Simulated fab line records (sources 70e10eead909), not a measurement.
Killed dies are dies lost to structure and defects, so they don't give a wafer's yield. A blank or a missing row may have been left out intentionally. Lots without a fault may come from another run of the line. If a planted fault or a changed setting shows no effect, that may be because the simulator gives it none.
Chamber matching ; flow nandHarc ; NHARC_A_M0_CMP_23 on cmp-04: 4 sister chambers
The step polishes, t overpolish 20 s, target thk 113.75 nm. 8 wafers are shown with their chamber, then 7 later ones without.

== WAFERS PAIRED WITH THEIR CHAMBERS ==
wafer;chamber;motorCurrentA (A);timeToEndpointS (s)
L079.3;2;11.9;29
L077.2;2;11.8;32
L077.3;3;11.0;32
L083.1;3;11.3;33
L083.3;1;13.0;34
L083.4;0;11.5;33
L085.3;0;10.7;27
L085.5;1;13.0;31

== WAFERS WHOSE CHAMBER IS MISSING ==
wafer;motorCurrentA (A);timeToEndpointS (s)
L085.6;12.0;31
L092.1;13.0;33
L092.3;11.2;33
L092.5;11.1;32
L097.1;11.3;28
L097.3;11.3;29
L097.4;12.8;30

== WHICH CHAMBER EACH ONE RAN IN ==
wafer;from the rows above;in truth
L085.6;2;2
L092.1;1;1
L092.3;can't be placed: 3 or 0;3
L092.5;can't be placed: 3 or 0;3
L097.1;can't be placed: 0 or 3 or 2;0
L097.3;can't be placed: 0 or 3 or 2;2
L097.4;can't be placed: 1 or 2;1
Correct placement for 2 of the 7. These rows do not allow placing 5 (true chamber among the candidates in 5). Wrongly placed: 0.
How it was worked out, from the rows above alone: a wafer's distance from a chamber is the root of the sum, over the readings, of the square of ((its reading less the chamber's mean) divided by the reading's scatter). If the next closest chamber is less than 2 further off than the closest, the wafer can't be placed; otherwise it belongs to the closest. For every chamber, the mean is computed from those of its wafers that are shown. The scatter: take each reading less its chamber's mean, square it, sum over the shown wafers, divide by the number of wafers less the number of chambers, and take the root.
